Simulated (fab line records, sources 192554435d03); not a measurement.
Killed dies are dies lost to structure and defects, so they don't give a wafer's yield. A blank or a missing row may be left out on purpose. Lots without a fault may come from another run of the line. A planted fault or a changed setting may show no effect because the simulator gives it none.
Chamber matching | flow n5_finfet | N5_DUMMY_GATE_ALD_02 on ald_sin-01: 4 sister chambers
The step deposits SiO2, target thk 2 nm, pulse time 1 s. 18 wafers are shown with their chamber, then 9 later ones without.

WAFERS WITH THEIR CHAMBER
wafer  | chamber | heater_power_w (W) | precursor_pulse_height_rel
L076.1 | 0       | 492                | 0.979
L076.3 | 3       | 533                | 0.986
L076.4 | 0       | 489                | 0.982
L079.1 | 0       | 502                | 1.008
L079.3 | 1       | 448                | 1.012
L079.5 | 3       | 536                | 1.014
L082.1 | 0       | 509                | 0.995
L082.2 | 2       | 408                | 1.027
L082.6 | 0       | 498                | 1.019
L083.1 | 3       | 524                | 1.011
L083.2 | 0       | 500                | 1.014
L083.4 | 1       | 465                | 0.985
L085.2 | 3       | 534                | 1.009
L085.3 | 1       | 454                | 0.975
L085.6 | 3       | 527                | 0.962
L087.2 | 1       | 449                | 0.999
L087.4 | 3       | 530                | 1.012
L087.6 | 1       | 445                | 1.027

SIGNATURES (means of the wafers above)
reading                    | chamber 0 | chamber 1 | chamber 2 | chamber 3 | scatter within a chamber
heater_power_w             | 498.33    | 452.20    | 408.00    | 530.67    | 6.59
precursor_pulse_height_rel | 0.99950   | 0.99960   | 1.02700   | 0.99900   | 0.0195
Rule: a wafer's distance from a chamber is the root of the sum, over the readings, of the square of ((its reading less the chamber's mean) divided by the reading's scatter). The wafer belongs to the nearest chamber; if the next one is less than 2 further off, it can't be placed. The scatter: the root of (the sum of the squares of (reading less its chamber's mean) over the shown wafers, divided by (wafers less chambers)).

WAFERS WITHOUT THEIR CHAMBER
wafer  | heater_power_w (W) | precursor_pulse_height_rel
L088.1 | 442                | 1.007
L088.2 | 418                | 0.982
L088.5 | 406                | 1.012
L091.2 | 507                | 1.021
L091.3 | 408                | 1.002
L091.4 | 531                | 0.964
L096.1 | 502                | 1.004
L096.2 | 410                | 1.007
L096.3 | 454                | 1.018

WHICH CHAMBER EACH WENT THROUGH
wafer  | from the rows above | in truth
L088.1 | 1                   | 1
L088.2 | 2                   | 2
L088.5 | 2                   | 2
L091.2 | 0                   | 0
L091.3 | 2                   | 2
L091.4 | 3                   | 3
L096.1 | 0                   | 0
L096.2 | 2                   | 2
L096.3 | 1                   | 1
Placed correctly: 9 of 9. Can't be placed from these rows: 0. Placed wrongly: 0.
